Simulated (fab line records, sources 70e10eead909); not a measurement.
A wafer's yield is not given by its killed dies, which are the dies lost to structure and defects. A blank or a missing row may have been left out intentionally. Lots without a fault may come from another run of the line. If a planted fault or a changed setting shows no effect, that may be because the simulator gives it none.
Problem report in the 8D (eight disciplines) form, filled by code -- flow nand harc -- the parts of the form that need people (team, actions taken, sign-off) are left out

## 1. THE PROBLEM
Mean of run length s at NHARC_A_CONTACT_ETCH_96: 27.5 s across 3 wafers in 2 lots; on wafers with no fault it is 31.1 s (standard deviation 0.36). That is -10 standard deviations from the usual mean.
The step: etches the open film in C4F6/O2, target depth 20 nm, time 10 s.
First seen on wafer L665.4, day 23 04:53, on rie diel-13. Wafers with a number at this step in the record: 18, from 6 lots. Rule for "out", or "out of limits": more than 4 standard deviations from the usual mean. All remaining wafers that have a number are taken as sound.

## 2. WHAT THIS IS AND IS NOT
question,is,is not
which readings at this step,run length s,"drypump motor current A, oes product au, rf vpp V, showerhead plenum p Torr"
which lots,"L665, L666","L663, L681, L682, L683"
which wafers of those lots,"L665.4, L665.6, L666.4","L665.5, L666.1, L666.3"
read on which tools,rie diel-13,rie diel-02
when,from day 23 04:53,"up to then (4 sound wafers); but 11 sound wafers of L666, L681, L682, L683 came after"

## 3. SUSPECTS, AND WHAT RULES EACH OUT
Counting: a tool at a process step up to the reading stays a suspect if it ran every lot that is out. Sound lots after the first of them don't rule it out here, since some wafers of a struck lot are sound.
- rie diel-13 at NHARC_A_CONTACT_ETCH_90 (etches the open film in CH3F/O2, target depth 40 nm, time 85.7 s): kept. Every lot that is out went through it, the first being L665 (day 23 04:45); the last sound lot it ran before that was L663 (day 22 11:42).
- rie diel-13 at NHARC_A_CONTACT_ETCH_96 (etches the open film in C4F6/O2, target depth 20 nm, time 10 s): kept. Every lot that is out went through it, the first being L665 (day 23 04:53); the last sound lot it ran before that was L663 (day 22 11:50). Out on those wafers are its own readings of run length s.
- Within rie diel-13 at NHARC_A_CONTACT_ETCH_96: the wafers that are out ran in chamber 0; their sound lot-mates ran in chambers 1, 2, 3.
Remaining after the count are rie diel-13 at NHARC_A_CONTACT_ETCH_90 and rie diel-13 at NHARC_A_CONTACT_ETCH_96.

## 4. THE CAUSE (what the simulator had put in)
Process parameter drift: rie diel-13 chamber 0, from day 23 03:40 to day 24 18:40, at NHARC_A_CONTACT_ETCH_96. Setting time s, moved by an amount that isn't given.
This tool is one of the 2 suspects left after counting.

## 5. SEQUENCE OF EFFECTS, ordered by route
Each row: a reading whose mean over the struck wafers that have a number lies more than 3 standard deviations from the usual. Only readings whose record carries a usual standard deviation are examined. hours: median over the lots of the time between each lot's start at the first step of this table that gives one and its start at this step. sigmas: the change, counted in usual standard deviations.
hours,step,reading,usual,on struck wafers,change,sigmas
0,NHARC_A_CONTACT_ETCH_96,run length s,31.1 s,27.5,-3.6,-10
It contains these process steps:
- NHARC_A_CONTACT_ETCH_96: etches the open film in C4F6/O2, target depth 20 nm, time 10 s.
Readings that are blank on the struck wafers while sound wafers have them: rf fwd power W at NHARC_A_CONTACT_ETCH_96.
Later measuring or inspecting steps at which every struck wafer that the step has a row for has a number for every such reading, and none has moved that far: NHARC_A_CONTACT_CD_MEAS_53.

## 6. HOW IT WOULD HAVE BEEN CAUGHT EARLIER
In this record the first reading out of limits was taken at day 23 04:53, 1 hour after the fault began at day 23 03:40.
